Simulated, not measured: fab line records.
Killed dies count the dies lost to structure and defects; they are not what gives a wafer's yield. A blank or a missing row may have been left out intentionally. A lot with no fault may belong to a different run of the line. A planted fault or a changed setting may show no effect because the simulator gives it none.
fab line records	flow n5_finfet
record: lots: 7	wafers: 21
route steps=1938 shown WELL_APT@21 PMOS_HMC_CHANNEL_EPI@58 FIN_SAQP@102 FIN_CUT@155 SD_EPI_N@263
start_h: start of the lot's first displayed wafer, in hours after the record's first day	wait_h: hours elapsed since this lot's preceding step	" the same as in the row above	L1.1+2: several wafers, shown together as one row	- either no value or no given start	* or withheld: withheld	< > ~ a bound
route shown NAME@n: names a module that has steps shown in the file, with the first one's number in the route	usual: the fault-free wafers' mean and standard deviation	same: alike in all rows	chamber/n: place in a boat	sites: each site's reading	_std_site: standard deviation across them	_edge_site: mean of outer sites minus mean of inner sites	radius_mm: how far each site lies from the wafer's centre	mask NAME#n: copy n	behind: tool/chamber where the wafer was last shaped	hold: why the lot went on hold/how many hours it stayed there/how the hold came to an end	device: the n, p or np transistor that did not switch	end of line: the tests these same wafers got at the end of their route	a step with no rows: only its recipe	killed: the dies lost at the first sort to structure and to defects; this is not the yield of the wafer	map: per-die view of a wafer (x killed, . not killed, _ where there is no die)
set.NAME: the setting that was run; set.NAME@STEP: the one run at that earlier step	model.NAME: the simulator's own value behind a step, which no gauge read
one table per step and one row per wafer, for lots whose settings were changed on purpose
== steps ==
step: N5_WELL_APT_COAT_02
recipe: spin_rpm: 1357	resist_thk_nm: 950
lot.wafer	tool	chamber	start_h	wait_h	set.spin_rpm	model.coat_of_WELL_APT_COAT_02.thk_nm
L074.4	litho_track-05	0	-	-	1453	918.7
L074.5	"	0	"	"	1357	948.5
L074.6	"	0	"	"	1357	949.7
L075.2	litho_track-04	0	-	-	1357	953.6
L075.3	"	0	"	"	1357	955.9
L075.4	"	0	"	"	1215	1010
L084.3	litho_track-04	0	-	-	1357	954.3
L084.5	"	0	"	"	1357	952.4
L084.6	"	0	"	"	1357	956
L088.1	litho_track-03	0	-	-	1357	950.6
L088.3	"	0	"	"	1357	952.3
L088.5	"	0	"	"	1357	951.6
L091.1+2	litho_track-05	0	-	-	1232	1000
L091.5	"	0	"	"	1357	955.1
L093.1	litho_track-03	0	-	-	1357	953
L093.2	"	0	"	"	1357	951.5
L093.5	"	0	"	"	1357	951.1
L097.4	litho_track-03	0	-	-	1441	920.3
L097.5	"	0	"	"	1357	951.9
L097.6	"	0	"	"	1357	946.1
step: N5_PMOS_HMC_CHANNEL_EPI_COAT_31
recipe: resist: BARC	temp_c: 205	time_s: 60	spin_rpm: 1500	resist_thk_nm: 66
lot.wafer	tool	chamber	start_h	wait_h	set.spin_rpm	model.BARC_of_PMOS_HMC_CHANNEL_EPI_COAT_31.thk_nm
L074.4	litho_track-02	0	16.97	0.0	1500	65.52
L074.5+6	"	0	"	"	1366	68.55
L075.2	litho_track-01	0	22.87	0.0	1500	66.1
L075.3	"	0	"	"	1500	66.16
L075.4	"	0	"	"	1500	66.24
L084.3	litho_track-02	0	77.07	0.0	1500	66.04
L084.5	"	0	"	"	1500	66.11
L084.6	"	0	"	"	1500	66.01
L088.1	litho_track-01	0	101.56	0.0	1554	64.81
L088.3	"	0	"	"	1554	64.89
L088.5	"	0	"	"	1500	66.19
L091.1	litho_track-02	0	119.29	0.0	1500	66.08
L091.2	"	0	"	"	1500	65.91
L091.5	"	0	"	"	1500	65.93
L093.1	litho_track-02	0	131.16	0.0	1500	65.83
L093.2	"	0	"	"	1568	64.4
L093.5	"	0	"	"	1568	64.56
L097.4	litho_track-04	0	155.37	0.0	1500	65.82
L097.5	"	0	"	"	1500	65.77
L097.6	"	0	"	"	1500	65.99
step: N5_PMOS_HMC_CHANNEL_EPI_DEVELOP_08
recipe: develop_time_s: 30	developer: TMAH	resist: CAR-ArF-block	dev_temp_c: 23	rinse_liquid: diw	dry: air_spin
lot.wafer	tool	chamber	start_h	wait_h	set.develop_time_s
L074.4	litho_track-01	0	-	-	30
L074.5+6	"	0	"	"	26.95
L075.2+4	litho_track-02	0	-	-	31.93
L075.3	"	0	"	"	30
L084.3+5+6	litho_track-02	0	-	-	30
L088.1+3+5	litho_track-01	0	-	-	28.25
L091.1+2+5	litho_track-04	0	-	-	30
L093.1+5	litho_track-02	0	-	-	30
L093.2	"	0	"	"	32.18
L097.4+5	litho_track-02	0	-	-	32.66
L097.6	"	0	"	"	30
step: N5_PMOS_HMC_CHANNEL_EPI_DESCUM_14
recipe: chemistry: O2	time_s: 7.9	source_power_w: 50	bias_power_w: 20	pressure_mtorr: 20	rf_frequency_hz: 2.712e+07	temp_c: 40	resist: CAR-ArF-block	o2_flow_sccm: 225
step: N5_PMOS_HMC_CHANNEL_EPI_ETCH_32
recipe: chemistry: N2/H2	target: BARC	stop_on: SiO2	target_depth_a: 858	over_etch_frac: 0.3	time_s: 50.3	ion_energy_ev: 200	mask_material: CAR-ArF-block	pressure_mtorr: 30	source_w: 840	bias_w: 150	n2_flow_sccm: 200	h2_flow_sccm: 200
lot.wafer	tool	chamber	start_h	wait_h	set.spin_rpm@PMOS_HMC_CHANNEL_EPI_COAT_31	model.etch.depth_nm
L074.4	rie_diel-06	3	17.54	0.0	1500	65.52
L074.5+6	"	2,3	"	"	1366	68.55
L075.2	rie_diel-06	0	23.42	0.0	1500	66.1
L075.3	"	2	"	"	1500	66.16
L075.4	"	1	"	"	1500	66.24
L084.3	rie_diel-06	3	77.43	0.0	1500	66.04
L084.5	"	1	"	"	1500	66.11
L084.6	"	0	"	"	1500	66.01
L088.1	rie_diel-03	0	102.03	0.0	1554	64.81
L088.3	"	2	"	"	1554	64.89
L088.5	"	0	"	"	1500	66.19
L091.1	rie_diel-04	1	119.77	0.0	1500	66.08
L091.2	"	0	"	"	1500	65.91
L091.5	"	2	"	"	1500	65.93
L093.1	rie_diel-03	3	131.51	0.0	1500	65.83
L093.2	"	2	"	"	1568	64.4
L093.5	"	2	"	"	1568	64.56
L097.4	rie_diel-04	0	155.72	0.0	1500	65.82
L097.5	"	0	"	"	1500	65.77
L097.6	"	3	"	"	1500	65.99
step: N5_FIN_SAQP_HM_DEP_72
recipe: material: SiO2	target_thk_a: 120	temp_c: 400	precursor: SiH4/N2O	pressure_torr: 0.75	rf_w: 275	time_s: 7.2
lot.wafer	tool	chamber	start_h	wait_h	set.time_s	model.SiO2_of_FIN_SAQP_HM_DEP_72.thk_nm
L074.4	pecvd-03	0	22.87	0.1	6.673	11.41
L074.5	"	1	"	"	7.2	12.25
L074.6	"	2	"	"	6.673	11.19
L075.2	pecvd-02	0	28.07	0.0	7.637	12.52
L075.3	"	2	"	"	7.2	11.85
L075.4	"	0	"	"	7.2	11.89
L084.3	pecvd-03	1	81.04	0.1	7.2	12.33
L084.5	"	2	"	"	7.2	11.84
L084.6	"	1	"	"	7.2	12.41
L088.1	pecvd-04	0	105.87	0.0	7.2	11.8
L088.3	"	1	"	"	8.25	13.57
L088.5	"	0	"	"	7.2	11.97
L091.1	pecvd-04	2	123.43	0.0	7.2	11.93
L091.2	"	1	"	"	8.193	13.44
L091.5	"	2	"	"	7.2	12.12
L093.1	pecvd-04	2	135.72	0.0	7.2	12.04
L093.2	"	0	"	"	7.2	11.86
L093.5	"	0	"	"	7.2	12.08
L097.4	pecvd-04	0	160.20	0.1	7.2	12.05
L097.5	"	1	"	"	6.916	11.44
L097.6	"	2	"	"	7.2	12.1
step: N5_FIN_SAQP_DESCUM_21
recipe: chemistry: O2	time_s: 7.9	source_power_w: 50	bias_power_w: 20	pressure_mtorr: 20	rf_frequency_hz: 2.712e+07	temp_c: 40	resist: CAR-ArF	o2_flow_sccm: 225
lot.wafer	tool	chamber	start_h	wait_h	set.time_s	model.CAR-ArF_of_FIN_SAQP_COAT_10.thk_nm
L074.4	rie_diel-01	1	23.39	0.0	7.9	83.67
L074.5	"	3	"	"	7.9	83.68
L074.6	"	2	"	"	7.9	83.58
L075.2	rie_diel-05	0	28.61	0.0	7.9	83.83
L075.3	"	3	"	"	7.9	83.71
L075.4	"	2	"	"	7.9	83.65
L084.3	rie_diel-05	3	81.46	0.0	7.9	83.34
L084.5	"	3	"	"	7.9	83.33
L084.6	"	0	"	"	7.9	83.69
L088.1	rie_diel-05	3	106.71	0.3	7.9	83.31
L088.3	"	1	"	"	7.9	83.22
L088.5	"	0	"	"	7.9	83.28
L091.1	rie_diel-01	0	123.85	0.0	7.9	83.33
L091.2	"	3	"	"	9.193	82.33
L091.5	"	2	"	"	9.193	82.39
L093.1	rie_diel-01	3	136.26	0.0	7.9	83.52
L093.2	"	2	"	"	7.9	83.24
L093.5	"	0	"	"	7.9	83.71
L097.4	rie_diel-05	1	160.77	0.2	7.9	83.36
L097.5	"	2	"	"	6.509	84.28
L097.6	"	3	"	"	6.509	84.31
step: N5_FIN_SAQP_ETCH_51
recipe: chemistry: CF4	target: SiARC	target_depth_a: 455	mask_material: CAR-ArF	time_s: 75.8	ion_energy_ev: 80	pressure_mtorr: 40	source_w: 545	bias_w: 36	Ar_flow_sccm: 100	cf4_flow_sccm: 100	ends: cleared
lot.wafer	tool	chamber	start_h	wait_h	set.time_s@FIN_SAQP_DESCUM_21	model.CAR-ArF_of_FIN_SAQP_COAT_10.thk_nm
L074.4	rie_diel-01	1	23.42	0.0	7.9	50.98
L074.5	"	3	"	"	7.9	51.06
L074.6	"	2	"	"	7.9	50.79
L075.2	rie_diel-05	0	28.65	0.0	7.9	51.35
L075.3	"	3	"	"	7.9	51.27
L075.4	"	2	"	"	7.9	51.13
L084.3	rie_diel-05	3	81.50	0.0	7.9	50.53
L084.5	"	3	"	"	7.9	50.58
L084.6	"	0	"	"	7.9	50.96
L088.1	rie_diel-05	3	106.74	0.0	7.9	50.84
L088.3	"	1	"	"	7.9	50.66
L088.5	"	0	"	"	7.9	50.64
L091.1	rie_diel-01	0	123.88	0.0	7.9	50.58
L091.2	"	3	"	"	9.193	49.66
L091.5	"	2	"	"	9.193	49.68
L093.1	rie_diel-01	3	136.29	0.0	7.9	51.16
L093.2	"	2	"	"	7.9	50.8
L093.5	"	0	"	"	7.9	51.21
L097.4	rie_diel-05	1	160.82	0.0	7.9	50.65
L097.5	"	2	"	"	6.509	51.57
L097.6	"	3	"	"	6.509	51.6
step: N5_FIN_SAQP_ETCH_52
recipe: chemistry: N2/H2	target: SOC	target_depth_a: 1000	overetch_a: 200	mask_material: SiARC	temp_c: 40	time_s: 150	ion_energy_ev: 200	pressure_mtorr: 30	source_w: 840	bias_w: 150	n2_flow_sccm: 200	h2_flow_sccm: 200	ends: end_point
step: N5_FIN_SAQP_STRIP_53
recipe: chemistry: N2/H2	temp_c: 40	n2_flow_sccm: 200	h2_flow_sccm: 200	rf_frequency_hz: 6e+07
step: N5_FIN_SAQP_HM_OPEN_73
recipe: chemistry: CHF3/O2	target: SiO2	stop_on: a-Si	target_depth_a: 120	over_etch_frac: 1.8	mask_material: SOC	time_s: 16.8	pressure_mtorr: 30	source_w: 650	bias_w: 170	Ar_flow_sccm: 200	CHF3_flow_sccm: 50	O2_flow_sccm: 5	ion_energy_ev: 200	ends: end_point
lot.wafer	tool	chamber	start_h	wait_h	set.time_s@FIN_SAQP_HM_DEP_72	model.etch.depth_nm
L074.4	rie_diel-01	1	23.59	0.0	6.673	11.41
L074.5	"	3	"	"	7.2	12.25
L074.6	"	2	"	"	6.673	11.19
L075.2	rie_diel-05	0	28.81	0.0	7.637	12.52
L075.3	"	3	"	"	7.2	11.85
L075.4	"	2	"	"	7.2	11.89
L084.3	rie_diel-05	3	81.66	0.0	7.2	12.33
L084.5	"	3	"	"	7.2	11.84
L084.6	"	0	"	"	7.2	12.41
L088.1	rie_diel-05	3	106.91	0.0	7.2	11.8
L088.3	"	1	"	"	8.25	13.57
L088.5	"	0	"	"	7.2	11.97
L091.1	rie_diel-01	0	124.05	0.0	7.2	11.93
L091.2	"	3	"	"	8.193	13.44
L091.5	"	2	"	"	7.2	12.12
L093.1	rie_diel-01	3	136.46	0.0	7.2	12.04
L093.2	"	2	"	"	7.2	11.86
L093.5	"	0	"	"	7.2	12.08
L097.4	rie_diel-05	1	160.98	0.0	7.2	12.05
L097.5	"	2	"	"	6.916	11.44
L097.6	"	3	"	"	7.2	12.1
step: N5_FIN_CUT_COAT_19
recipe: resist: SiARC	temp_c: 220	time_s: 60	spin_rpm: 1500	resist_thk_nm: 20
lot.wafer	tool	chamber	start_h	wait_h	set.spin_rpm	model.SiARC_of_FIN_CUT_COAT_19.thk_nm
L074.4+5	litho_track-05	0	-	-	1653	19
L074.6	"	0	"	"	1500	20
L075.2+3	litho_track-02	0	-	-	1605	19.4
L075.4	"	0	"	"	1500	20
L084.3+5+6	litho_track-02	0	-	-	1500	20
L088.1	litho_track-05	0	-	-	1564	19.8
L088.3+5	"	0	"	"	1500	20.2
L091.1	litho_track-05	0	-	-	1363	21
L091.2+5	"	0	"	"	1500	20
L093.1+5	litho_track-04	0	-	-	1500	20
L093.2	"	0	"	"	1573	19.6
L097.4	litho_track-05	0	-	-	1651	19.2
L097.5+6	"	0	"	"	1500	20.2
step: N5_FIN_CUT_COAT_29
recipe: resist: underlayer	temp_c: 205	time_s: 60	spin_rpm: 1500	resist_thk_nm: 10
step: N5_FIN_CUT_COAT_02
recipe: resist: CAR-EUV	spin_rpm: 1500	resist_thk_nm: 30
step: N5_FIN_CUT_DESCUM_13
recipe: chemistry: O2	time_s: 7	source_power_w: 50	bias_power_w: 20	pressure_mtorr: 20	rf_frequency_hz: 2.712e+07	temp_c: 40	resist: CAR-EUV	o2_flow_sccm: 225
step: N5_FIN_CUT_ETCH_30
recipe: chemistry: N2/H2	target: underlayer	target_depth_a: 130	mask_material: CAR-EUV	time_s: 10.4	ion_energy_ev: 200	pressure_mtorr: 30	source_w: 840	bias_w: 150	n2_flow_sccm: 200	h2_flow_sccm: 200	ends: cleared
step: N5_FIN_CUT_ETCH_20
recipe: chemistry: CF4	target: SiARC	target_depth_a: 260	mask_material: CAR-EUV	time_s: 43.3	ion_energy_ev: 80	pressure_mtorr: 40	source_w: 545	bias_w: 36	Ar_flow_sccm: 100	cf4_flow_sccm: 100	ends: cleared
lot.wafer	tool	chamber	start_h	wait_h	set.spin_rpm@FIN_CUT_COAT_19	model.etch.depth_nm
L074.4	rie_diel-03	0	28.24	0.0	1653	19.09
L074.5	"	0	"	"	1653	19.06
L074.6	"	1	"	"	1500	20.09
L075.2	rie_diel-06	3	33.80	0.0	1605	19.36
L075.3	"	2	"	"	1605	19.33
L075.4	"	0	"	"	1500	20.04
L084.3	rie_diel-03	3	87.09	0.0	1500	19.98
L084.5	"	3	"	"	1500	20
L084.6	"	0	"	"	1500	19.97
L088.1	rie_diel-03	0	111.92	0.0	1564	19.78
L088.3	"	2	"	"	1500	20.15
L088.5	"	2	"	"	1500	20.16
L091.1	rie_diel-06	0	128.47	0.0	1363	20.95
L091.2	"	2	"	"	1500	19.95
L091.5	"	1	"	"	1500	20.04
L093.1	rie_diel-03	3	141.65	0.0	1500	19.98
L093.2	"	0	"	"	1573	19.53
L093.5	"	2	"	"	1500	20.1
L097.4	rie_diel-04	1	167.33	0.0	1651	19.21
L097.5	"	1	"	"	1500	20.15
L097.6	"	2	"	"	1500	20.16
step: N5_FIN_CUT_ETCH_21
recipe: chemistry: N2/H2	target: SOC	target_depth_a: 2190	overetch_a: 438	mask_material: SiARC	temp_c: 40	ion_energy_ev: 100	bias_w: 61	time_s: 523.5	pressure_mtorr: 30	source_w: 850	n2_flow_sccm: 200	h2_flow_sccm: 200
lot.wafer	tool	chamber	start_h	wait_h	set.spin_rpm@FIN_CUT_COAT_19	model.SiARC_of_FIN_CUT_COAT_19.thk_nm
L074.4	rie_diel-03	0	28.28	0.0	1653	10.6
L074.5	"	0	"	"	1653	10.4
L074.6	"	1	"	"	1500	11.8
L075.2	rie_diel-06	3	33.84	0.0	1605	11.4
L075.3	"	2	"	"	1605	11
L075.4	"	0	"	"	1500	11.6
L084.3+5	rie_diel-03	3	87.13	0.0	1500	11.8
L084.6	"	0	"	"	1500	11.4
L088.1	rie_diel-03	0	111.98	0.0	1564	11.2
L088.3+5	"	2	"	"	1500	11.8
L091.1	rie_diel-06	0	128.51	0.0	1363	12.8
L091.2	"	2	"	"	1500	11.8
L091.5	"	1	"	"	1500	12
L093.1+5	rie_diel-03	3,2	141.69	0.0	1500	11.8
L093.2	"	0	"	"	1573	11
L097.4	rie_diel-04	1	167.37	0.0	1651	11
L097.5+6	"	1,2	"	"	1500	12
step: N5_SD_EPI_N_COAT_33
recipe: resist: SiARC	temp_c: 220	time_s: 60	spin_rpm: 1500	resist_thk_nm: 35
lot.wafer	tool	chamber	start_h	wait_h	set.spin_rpm	model.SiARC_of_SD_EPI_N_COAT_33.thk_nm
L074.4+5	litho_track-04	0	-	-	1500	35.2
L074.6	"	0	"	"	1415	36.2
L075.2	litho_track-03	0	-	-	1500	34.8
L075.3+4	"	0	"	"	1500	35
L084.3+6	litho_track-04	0	-	-	1500	35.2
L084.5	"	0	"	"	1500	35
L088.1+3+5	litho_track-04	0	-	-	1336	37.2
L091.1+2	litho_track-05	0	-	-	1629	33.6
L091.5	"	0	"	"	1500	35
L093.1+2	litho_track-05	0	-	-	1458	35.6
L093.5	"	0	"	"	1500	35.2
L097.4+5+6	litho_track-05	0	-	-	1500	35.2
step: N5_SD_EPI_N_COAT_03
recipe: resist: CAR-ArF-block	spin_rpm: 1500	resist_thk_nm: 150
step: N5_SD_EPI_N_EBR_05
recipe: solvent: PGMEA	ebr_width_mm: 1.5
step: N5_SD_EPI_N_DESCUM_14
recipe: chemistry: O2	time_s: 7.9	source_power_w: 50	bias_power_w: 20	pressure_mtorr: 20	rf_frequency_hz: 2.712e+07	temp_c: 40	resist: CAR-ArF-block	o2_flow_sccm: 225
step: N5_SD_EPI_N_ETCH_34
recipe: chemistry: CF4	target: SiARC	target_depth_a: 455	mask_material: CAR-ArF-block	time_s: 75.8	ion_energy_ev: 80	pressure_mtorr: 40	source_w: 545	bias_w: 36	Ar_flow_sccm: 100	cf4_flow_sccm: 100	ends: cleared
lot.wafer	tool	chamber	start_h	wait_h	set.spin_rpm@SD_EPI_N_COAT_33	model.etch.depth_nm
L074.4	rie_diel-01	2	50.15	0.0	1500	35.21
L074.5	"	2	"	"	1500	35.19
L074.6	"	1	"	"	1415	36.14
L075.2	rie_diel-02	3	57.44	0.0	1500	34.84
L075.3	"	2	"	"	1500	34.97
L075.4	"	0	"	"	1500	34.96
L084.3	rie_diel-05	2	110.38	0.0	1500	35.22
L084.5	"	0	"	"	1500	35.08
L084.6	"	3	"	"	1500	35.13
L088.1	rie_diel-05	2	135.68	0.0	1336	37.18
L088.3	"	3	"	"	1336	37.19
L088.5	"	2	"	"	1336	37.22
L091.1	rie_diel-02	3	149.83	0.0	1629	33.64
L091.2	"	1	"	"	1629	33.58
L091.5	"	1	"	"	1500	35.06
L093.1	rie_diel-05	2	162.96	0.0	1458	35.53
L093.2	"	3	"	"	1458	35.58
L093.5	"	2	"	"	1500	35.1
L097.4	rie_diel-01	0	189.12	0.0	1500	35.17
L097.5	"	2	"	"	1500	35.11
L097.6	"	3	"	"	1500	35.22
step: N5_SD_EPI_N_ETCH_35
recipe: chemistry: N2/H2	target: SOC	overetch_a: 1080	mask_material: SiARC	temp_c: 40	ion_energy_ev: 100	source_w: 3000	bias_w: 133	pressure_mtorr: 20	time_s: 486	n2_flow_sccm: 200	h2_flow_sccm: 200
lot.wafer	tool	chamber	start_h	wait_h	set.spin_rpm@SD_EPI_N_COAT_33	model.SiARC_of_SD_EPI_N_COAT_33.thk_nm
L074.4+5	rie_diel-01	2	50.21	0.0	1500	19.2
L074.6	"	1	"	"	1415	21.2
L075.2	rie_diel-02	3	57.49	0.0	1500	19
L075.3+4	"	2,0	"	"	1500	19.6
L084.3+5+6	rie_diel-05	2,0,3	110.43	0.0	1500	19.8
L088.1	rie_diel-05	2	135.73	0.0	1336	21.6
L088.3+5	"	3,2	"	"	1336	22
L091.1	rie_diel-02	3	149.88	0.0	1629	18
L091.2	"	1	"	"	1629	18.4
L091.5	"	1	"	"	1500	20
L093.1	rie_diel-05	2	163.02	0.0	1458	20.2
L093.2	"	3	"	"	1458	20.8
L093.5	"	2	"	"	1500	19.8
L097.4	rie_diel-01	0	189.17	0.0	1500	20
L097.5	"	2	"	"	1500	19.4
L097.6	"	3	"	"	1500	19.6
step: N5_SD_EPI_N_STRIP_36
recipe: chemistry: N2/H2	temp_c: 40	n2_flow_sccm: 200	h2_flow_sccm: 200	rf_frequency_hz: 6e+07
step: N5_SD_EPI_N_ETCHBACK_44
recipe: chemistry: CH3F/O2	mode: anisotropic_etchback	target: SiNx	target_depth_a: 145	stop_on: SiO2	over_etch_frac: 0.3	ion_energy_ev: 120	pressure_mtorr: 30	source_w: 395	bias_w: 73	Ar_flow_sccm: 150	CH3F_flow_sccm: 30	O2_flow_sccm: 20
lot.wafer	tool	chamber	start_h	wait_h	set.spin_rpm@SD_EPI_N_COAT_33	model.SiARC_of_SD_EPI_N_COAT_33.thk_nm
L074.4+5	rie_diel-01	2	50.53	0.0	1500	15.4
L074.6	"	1	"	"	1415	17.4
L075.2	rie_diel-02	3	57.82	0.0	1500	15.2
L075.3	"	2	"	"	1500	15.6
L075.4	"	0	"	"	1500	16
L084.3+6	rie_diel-05	2,3	110.76	0.0	1500	16
L084.5	"	0	"	"	1500	16.2
L088.1	rie_diel-05	2	136.06	0.0	1336	17.8
L088.3+5	"	3,2	"	"	1336	18.2
L091.1	rie_diel-02	3	150.21	0.0	1629	14.2
L091.2	"	1	"	"	1629	14.8
L091.5	"	1	"	"	1500	16.2
L093.1	rie_diel-05	2	163.34	0.0	1458	16.4
L093.2	"	3	"	"	1458	17
L093.5	"	2	"	"	1500	16
L097.4	rie_diel-01	0	189.50	0.0	1500	16.4
L097.5	"	2	"	"	1500	15.4
L097.6	"	3	"	"	1500	15.8
step: N5_SD_EPI_N_ETCH_16
recipe: chemistry: CHF3/O2	target: SiO2	target_depth_a: 50	mask_material: SOC	pressure_mtorr: 30	source_w: 650	bias_w: 170	Ar_flow_sccm: 200	CHF3_flow_sccm: 50	O2_flow_sccm: 5	ion_energy_ev: 200
lot.wafer	tool	chamber	start_h	wait_h	set.target_depth_a	set.spin_rpm@SD_EPI_N_COAT_33	model.SiARC_of_SD_EPI_N_COAT_33.thk_nm	model.etch.depth_nm
L074.4	rie_diel-01	2	50.73	0.1	50	1500	11.6	5.129
L074.5	"	2	"	"	50	1500	11.8	5.072
L074.6	"	1	"	"	50	1415	14	4.975
L075.2	rie_diel-02	3	58.02	0.1	44.66	1500	12	4.465
L075.3	"	2	"	"	50	1500	12	5.043
L075.4	"	0	"	"	44.66	1500	12.8	4.387
L084.3	rie_diel-05	2	110.96	0.1	50	1500	12.4	5.029
L084.5	"	0	"	"	50	1500	12.6	4.903
L084.6	"	3	"	"	50	1500	12.6	5.056
L088.1	rie_diel-05	2	136.26	0.1	55.06	1336	14	5.576
L088.3	"	3	"	"	50	1336	14.6	5.105
L088.5	"	2	"	"	50	1336	14.6	5.061
L091.1	rie_diel-02	3	150.41	0.1	50	1629	10.4	5.101
L091.2	"	1	"	"	50	1629	11.2	4.965
L091.5	"	1	"	"	50	1500	12.8	5.015
L093.1	rie_diel-05	2	163.54	0.1	55.93	1458	12.4	5.578
L093.2	"	3	"	"	55.93	1458	13	5.557
L093.5	"	2	"	"	55.93	1500	12	5.623
L097.4	rie_diel-01	0	189.70	0.1	50	1500	12.8	5.037
L097.5	"	2	"	"	44.13	1500	12.2	4.507
L097.6	"	3	"	"	44.13	1500	12.6	4.461
== key ==
split: step: N5_WELL_APT_COAT_02	setting: spin_rpm	stated: 1357	by: wafer
response: step: N5_WELL_APT_COAT_02	reading: model.coat_of_WELL_APT_COAT_02.thk_nm	change: -4.9	per: 1%	r: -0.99
split: step: N5_PMOS_HMC_CHANNEL_EPI_COAT_31	setting: spin_rpm	stated: 1500	by: wafer
response: step: N5_PMOS_HMC_CHANNEL_EPI_COAT_31	reading: model.BARC_of_PMOS_HMC_CHANNEL_EPI_COAT_31.thk_nm	change: -0.336	per: 1%	r: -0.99
response: step: N5_PMOS_HMC_CHANNEL_EPI_ETCH_32	reading: model.etch.depth_nm	change: -0.336	per: 1%	r: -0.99
split: step: N5_PMOS_HMC_CHANNEL_EPI_DEVELOP_08	setting: develop_time_s	stated: 30	by: wafer
response none clear
split: step: N5_FIN_SAQP_HM_DEP_72	setting: time_s	stated: 7.2	by: wafer
response: step: N5_FIN_SAQP_HM_DEP_72	reading: model.SiO2_of_FIN_SAQP_HM_DEP_72.thk_nm	change: +0.113	per: 1%	r: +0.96
response: step: N5_FIN_SAQP_HM_OPEN_73	reading: model.etch.depth_nm	change: +0.113	per: 1%	r: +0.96
split: step: N5_FIN_SAQP_DESCUM_21	setting: time_s	stated: 7.9	by: wafer
response: step: N5_FIN_SAQP_DESCUM_21	reading: model.CAR-ArF_of_FIN_SAQP_COAT_10.thk_nm	change: -0.056	per: 1%	r: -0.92
response: step: N5_FIN_SAQP_ETCH_51	reading: model.CAR-ArF_of_FIN_SAQP_COAT_10.thk_nm	change: -0.0542	per: 1%	r: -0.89
split: step: N5_FIN_CUT_COAT_19	setting: spin_rpm	stated: 1500	by: wafer
response: step: N5_FIN_CUT_COAT_19	reading: model.SiARC_of_FIN_CUT_COAT_19.thk_nm	change: -0.0981	per: 1%	r: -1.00
response: step: N5_FIN_CUT_ETCH_20	reading: model.etch.depth_nm	change: -0.0988	per: 1%	r: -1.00
response: step: N5_FIN_CUT_ETCH_21	reading: model.SiARC_of_FIN_CUT_COAT_19.thk_nm	change: -0.107	per: 1%	r: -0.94
split: step: N5_SD_EPI_N_COAT_33	setting: spin_rpm	stated: 1500	by: wafer
response: step: N5_SD_EPI_N_COAT_33	reading: model.SiARC_of_SD_EPI_N_COAT_33.thk_nm	change: -0.165	per: 1%	r: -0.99
response: step: N5_SD_EPI_N_ETCH_34	reading: model.etch.depth_nm	change: -0.168	per: 1%	r: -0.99
response: step: N5_SD_EPI_N_ETCH_35	reading: model.SiARC_of_SD_EPI_N_COAT_33.thk_nm	change: -0.253	per: 1%	r: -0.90
response: step: N5_SD_EPI_N_ETCHBACK_44	reading: model.SiARC_of_SD_EPI_N_COAT_33.thk_nm	change: -0.245	per: 1%	r: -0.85
response: step: N5_SD_EPI_N_ETCH_16	reading: model.SiARC_of_SD_EPI_N_COAT_33.thk_nm	change: -0.283	per: 1%	r: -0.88
split: step: N5_SD_EPI_N_ETCH_16	setting: target_depth_a	stated: 50	by: wafer
response: step: N5_SD_EPI_N_ETCH_16	reading: model.etch.depth_nm	change: +0.051	per: 1%	r: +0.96
